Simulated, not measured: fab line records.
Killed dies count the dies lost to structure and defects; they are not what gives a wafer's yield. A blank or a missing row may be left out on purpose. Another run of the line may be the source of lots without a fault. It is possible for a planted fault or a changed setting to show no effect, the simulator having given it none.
A struck lot beside a sound one    flow n5_finfet    40 out of 1938 route steps
Sound: wafers L418.3, L418.4, L418.6. Struck: wafers L424.2, L424.4 (left out: L424.1, a lot-mate that was not struck); the cause follows at the end.
Order at every step that has rows: each side's tool, ch and its chambers, its first start. Under that, the readings that differ: sound wafers    struck wafers    difference of the means    sigmas: that difference in standard deviations of wafers without a fault.
alike: words and numbers the same on both sides, and readings whose means are apart by under 2 such deviations; not compared: readings that were withheld, readings missing a value for some wafer, numbers with overlapping values and no deviation given by the record, and bounds like >300 which may hide the same value.
Wherever a step has rows on one side only, a row that says differs or no value, or a row with sigmas, the two part there. Numbers that don't overlap but have no deviation are shown without sigmas and don't part them. Lack of a reading on every wafer of one side parts them only where that side has two or more wafers.

first, 9 steps without rows for these wafers: N5_BEOL_M4_ANNEAL_95 (time 240 s); N5_BEOL_M4_SPUTTER_96 (material Cu, target thk 4.5 nm, time 8.29 s); N5_BEOL_M4_ECD_50 (material Cu, target thk 300 nm); N5_BEOL_M4_ANNEAL_51 (time 90 s); N5_BEOL_M4_CMP_52 (polishes, stops on SiOC, t overpolish 6.8 s, target thk 40 nm); N5_BEOL_M4_PRE_CLEAN_60 (time 15 s); N5_BEOL_M4_CO_CAP_55 (material Co, precursor CCTBA/H2, target thk 2 nm, time 102.1 s); N5_BEOL_M4_PRE_CLEAN_56 (time 15 s); N5_BEOL_M4_DEP_57 (deposits SiCN from 3MS/NH3, target thk 8 nm, time 14 s).
N5_BEOL_M4_RC_MEAS_101:
  sound on prober-02 ch 0, day 9 01:05; struck on prober-01 ch 0, day 10 11:28
  alike: DIBL_N, DIBL_P, IOFF_N, IOFF_P, ION_N, ION_P, SS_N, SS_P, VT_N, VT_P
then, 24 steps without rows for these wafers: N5_BEOL_M5_ILD_DEP_00 (deposits SiCOH lowk from DEMS/porogen, target thk 140.64 nm, time 25.9 s); N5_BEOL_M5_CURE_79 (cures SiCOH lowk, time 240 s); N5_BEOL_M5_PECVD_70 (deposits SiO2 from TEOS/O2, target thk 16 nm, time 18 s); N5_BEOL_M5_HM_DEP_02 (deposits TiN, target thk 20 nm); N5_BEOL_M5_COAT_59 (time 60 s, resist thk 60 nm); N5_BEOL_M5_COAT_60 (time 60 s, resist thk 12 nm); N5_BEOL_M5_COAT_71 (time 60 s, resist thk 5 nm); N5_BEOL_M5_COAT_05 (resist thk 30 nm); N5_BEOL_M5_EBR_07; N5_BEOL_M5_SOFTBAKE_06 (time 60 s); N5_BEOL_M5_EXPOSE_08 (exposes mask M5, target cd 28 nm); N5_BEOL_M5_PEB_09 (peb time 60 s); N5_BEOL_M5_DEVELOP_10 (develop time 30 s); N5_BEOL_M5_DESCUM_16 (chemistry O2, time 7 s); N5_BEOL_M5_ETCH_72 (etches underlayer in N2/H2, target depth 6.5 nm, time 5.2 s); N5_BEOL_M5_ETCH_61 (etches SiARC in CF4, target depth 15.6 nm, time 26 s); N5_BEOL_M5_ETCH_62 (etches SOC in N2/H2, target depth 75 nm, overetch 15 nm, time 112.5 s); N5_BEOL_M5_STRIP_63 (strips in N2/H2); N5_BEOL_M5_STRIP_73 (strips in N2/H2); N5_BEOL_M5_STRIP_64 (strips in CF4); N5_BEOL_M5_HM_OPEN_17 (chemistry Cl2/BCl3, target TiN, target depth 20 nm, overetch 6 nm); N5_BEOL_M5_STRIP_19 (strips in O2); N5_BEOL_M5_COAT_65 (time 60 s, resist thk 60 nm); N5_BEOL_M5_COAT_66 (time 60 s, resist thk 12 nm).
-- the record jumps here: 3 days lie between the struck wafers' starts before and after (it left off in module BEOL_M5 and takes up again in module BEOL_M11, whose first step shown is number 1578 of the route) --
N5_BEOL_M11_TRENCH_ETCH_37: etches SiCOH lowk in C4F6/O2, target depth 148.83 nm, time 48 s.
  sound on rie_diel-06 ch 0,1,3, day 11 19:48; struck on rie_diel-06 ch 3, day 13 02:50
reading                                      sound              struck       difference  sigmas
oes_product_au (a.u.)                        0.78 0.70 0.74     1.11 1.10    +0.36       +4
model.BEOL_M11.feature_depth_nm (nm)         150.2 144.8 145.6  255.2 253.2  +107.3      
model.etch.depth_nm (nm)                     150.2 144.7 145.6  255.3 253.1  +107.4      
model.TiN_of_BEOL_M11_HM_DEP_02.thk_nm (nm)  15.4 15.6 15.4     13 12.8      -3          
  alike: bias_w, chamber_pressure_mTorr, drypump_motor_current_A, rf_vpp_V, showerhead_plenum_p_Torr, throttle_valve_pct
  not compared: rf_hours_counter_h
N5_BEOL_M11_OCD_MEAS_38:
  sound: ocd-02 at day 11 19:59; struck: ocd-01 at day 13 03:01
reading               sound              struck       difference  sigmas
trench_depth_nm (nm)  149.5 144.9 145.2  255.2 253.7  +107.9      +36
N5_BEOL_M11_CMP_52: polishes, stops on SiCOH lowk, t overpolish 7 s, target thk 140 nm.
  sound on cmp-03 ch 0,1,2, day 12 00:11; struck on cmp-03 ch 2,3, day 13 05:03
reading                                  sound            struck   difference  sigmas
model.Cu_of_BEOL_M11_ECD_50.thk_nm (nm)  141.6 136 137.2  244 242  +105        
  alike: head_pressure_psi, motor_current_A
N5_BEOL_M11_THK_MEAS_53: measures by xrf.
  sound: film_metro-02 at day 12 00:27; struck: film_metro-01 at day 13 05:21
reading       sound        struck   difference  sigmas
M11_THK (nm)  142 136 137  250 248  +111        +33
N5_BEOL_M11_RS_MEAS_57: measurement is done with a four-point probe.
  sound: film_metro-02 at day 12 00:35; struck: film_metro-02 at day 13 05:28
reading          sound              struck       difference  sigmas
M11_RS (ohm/sq)  0.149 0.156 0.154  0.083 0.084  -0.069      -18
N5_PASSIVATION_PROBE_49:
  sound: prober-02 at day 14 01:35; struck: prober-01 at day 14 23:48
reading                   sound           struck    difference  sigmas
defect_limited_yield (%)  89.6 92.8 90.3  8.6 28.1  -72.5       -43
killed_at_M4_up           9 11 9          977 743   +850        +99 or more
killed_dies               123 85 114      1078 848  +856        +43
killed_on_rim             16 7 16         139 111   +112        +26
sort_n_pass               1057 1095 1066  102 332   -856        -43
sort_yield_pct (%)        89.6 92.8 90.3  8.6 28.1  -72.5       -43
  alike: killed_at_M0_to_M3, killed_at_contacts, killed_at_front_end, killed_at_other, killed_open, killed_short, sort_bin_5_function, sort_bin_6_memory

== WHERE THEY PART ==
First at N5_BEOL_M11_TRENCH_ETCH_37; last, within this record, at N5_PASSIVATION_PROBE_49.

WHY: the cause the simulator had injected
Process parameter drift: rie_diel-06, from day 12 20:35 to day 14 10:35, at N5_BEOL_M11_TRENCH_ETCH_37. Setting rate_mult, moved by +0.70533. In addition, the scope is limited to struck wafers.
